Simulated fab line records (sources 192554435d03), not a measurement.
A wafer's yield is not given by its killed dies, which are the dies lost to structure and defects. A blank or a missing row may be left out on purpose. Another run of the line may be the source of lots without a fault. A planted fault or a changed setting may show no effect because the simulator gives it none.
Comparing a struck lot with a sound one || flow n5 finfet || 26 steps out of a route of 1938
Sound: wafers L902.2, L902.5, L902.6. Struck: wafers L909.1, L909.2, L909.3. The cause comes at the end.
Order at every step that has rows: each side's tool, ch and its chambers, its first start. Under that, the readings that differ: sound wafers || struck wafers || difference of the means || sigmas: that difference in standard deviations of wafers without a fault.
alike: words and numbers the same on both sides, and readings whose means are apart by under 2 such deviations; not compared: readings that were withheld, readings missing a value for some wafer, numbers with overlapping values and no deviation given by the record, and bounds like >300 which may hide the same value.
Wherever a step has rows on one side only, a row that says differs or no value, or a row with sigmas, the two part there. When numbers do not overlap yet have no deviation, they are printed without sigmas and do not part them. Lack of a reading on every wafer of one side parts them only where that side has two or more wafers.

N5_GATE_CUT_ETCH_58: etches SiNx in CH3F/O2, target depth 17 nm, time 128.6 s.
  sound on rie diel-01 ch 1,2, day 4 21:50; struck on rie diel-04 ch 0,1,3, day 6 19:22
{"reading": "rf vpp V (V)", "sound": "97.7 97.4 97.1", "struck": "100.0 100.1 99.8", "difference": "+2.6", "sigmas": "+3"}
  alike: CH3F_flow_sccm, drypump motor current A, oes product au, showerhead plenum p Torr, throttle valve pct
  not compared: rf hours counter h
then, 4 steps without rows for these wafers: N5_GATE_CUT_STRIP_59 (strips in N2/H2, time 20 s); N5_GATE_CUT_PRECLEAN_31 (cleans in DIW, time 300 s); N5_GATE_CUT_SRD_32 (time 30 s); N5_GATE_CUT_SAC_CAP_01 (material SiNx, target thk 24 nm, pulse time 1 s, ald cycles 480).
N5_GATE_CUT_PECVD_57: deposits SiNx from SiH4/NH3/N2, target thk 21 nm.
  sound on pecvd-04 ch 0,1, day 5 01:19; struck on pecvd-03 ch 0,1,2, day 6 21:59
  alike: heater power w, showerhead plenum p Torr, throttle valve pct
N5_GATE_CUT_CMP_02: polishes, stops on SiO2, t overpolish 12.7 s, target thk 0 nm.
  sound on cmp-02 ch 0,1,2, day 5 01:28; struck on cmp-01 ch 1,2,3, day 6 22:05
  alike: head pressure psi, motor current A, overpolish run s, time to endpoint s
then, 4 steps without rows for these wafers: N5_GATE_CUT_HM_DEP_46 (deposits SiO2 from TEOS/O2, target thk 130 nm, time 26.6 s); N5_GATE_CUT_COAT_34 (time 60 s, resist thk 60 nm); N5_GATE_CUT_COAT_35 (time 60 s, resist thk 10 nm); N5_GATE_CUT_COAT_27 (time 60 s, resist thk 10 nm).
N5_GATE_CUT_COAT_07: resist thk 30 nm.
  sound on litho track-04 ch 0, day 5 01:48; struck on litho track-03 ch 0, day 6 22:28
{"reading": "spin speed rpm (rpm)", "sound": "1500.3 1499.0 1498.7", "struck": "1541.9 1539.9 1539.2", "difference": "+41.0", "sigmas": "+34"}
{"reading": "model.CAR-EUV_of_GATE_CUT_COAT_07.thk nm (nm)", "sound": "30 30 30", "struck": "29.8 29.8 29.8", "difference": -0.2, "sigmas": ""}
  alike: chill plate temp C
then, 5 steps without rows for these wafers: N5_GATE_CUT_EBR_09; N5_GATE_CUT_SOFTBAKE_08 (time 60 s); N5_GATE_CUT_EXPOSE_10 (exposes mask GATE CUT, target cd 20 nm); N5_GATE_CUT_PEB_11 (peb time 60 s); N5_GATE_CUT_DEVELOP_12 (develop time 30 s).
N5_GATE_CUT_CD_MEAS_13: target cd 20 nm.
  sound on cd sem-02 ch 0, day 5 02:11; struck on cd sem-03 ch 0, day 6 22:51
  alike: cd nm
N5_GATE_CUT_OVL_MEAS_14:
  sound on overlay-02 ch 0, day 5 02:13; struck on overlay-02 ch 0, day 6 22:53
  alike: GATE_CUT_OVL
N5_GATE_CUT_INSPECT_15: inspects for defects (brightfield).
  sound: defect inspect-01 at day 5 02:17; struck: defect inspect-01 at day 6 22:56
  alike: raw defect count
then, 1 step without rows for these wafers: N5_GATE_CUT_DESCUM_18 (chemistry O2, time 7 s).
N5_GATE_CUT_ETCH_28: etches underlayer in N2/H2, target depth 13 nm, time 10.4 s.
  sound on rie diel-04 ch 0,1,2, day 5 02:20; struck on rie diel-01 ch 0,1,2, day 6 23:01
  alike: drypump motor current A, etch rf on time s, h2 flow sccm, oes product au, rf vpp V, showerhead plenum p Torr, throttle valve pct
  not compared: rf hours counter h
N5_GATE_CUT_ETCH_36: etches SiARC in CF4, target depth 13 nm, time 21.7 s.
  sound on rie diel-04 ch 0,1,2, day 5 02:22; struck on rie diel-01 ch 0,1,2, day 6 23:02
{"reading": "model.CAR-EUV_of_GATE_CUT_COAT_07.thk nm (nm)", "sound": "6.8 7 6.8", "struck": "6.6 6.6 6.6", "difference": -0.3, "sigmas": ""}
  alike: drypump motor current A, etch rf on time s, oes product au, rf vpp V, showerhead plenum p Torr, throttle valve pct
  not compared: rf hours counter h
N5_GATE_CUT_ETCH_37: etches SOC in N2/H2, target depth 60 nm, overetch 12 nm, time 90 s.
  sound on rie diel-04 ch 0,1,2, day 5 02:23; struck on rie diel-01 ch 0,1,2, day 6 23:03
  alike: drypump motor current A, h2 flow sccm, oes product au, rf vpp V, showerhead plenum p Torr, throttle valve pct
  not compared: rf hours counter h
-- here the record skips 4 days between the struck wafers' starts before and after, leaving off in module GATE_CUT and picking up in module BEOL_M4 (first step shown: number 1111 of the route) --
N5_BEOL_M4_RC_MEAS_101:
  sound on prober-02 ch 0, day 8 15:05; struck on prober-02 ch 0, day 10 17:59
{"reading": "VT_P (mV)", "sound": "-249.1 -247.9 -244.8", "struck": "-254.3 -253.2 -253.7", "difference": -6.5, "sigmas": -2}
  alike: DIBL_N, DIBL_P, IOFF_N, IOFF_P, ION_N, ION_P, SS_N, SS_P, VT_N
then, 1 step without rows for these wafers: N5_PASSIVATION_PROBE_49.

== WHERE THEY PART ==
First at N5_GATE_CUT_ETCH_58; last, within this record, at N5_BEOL_M4_RC_MEAS_101.

WHY: what the simulator had put in
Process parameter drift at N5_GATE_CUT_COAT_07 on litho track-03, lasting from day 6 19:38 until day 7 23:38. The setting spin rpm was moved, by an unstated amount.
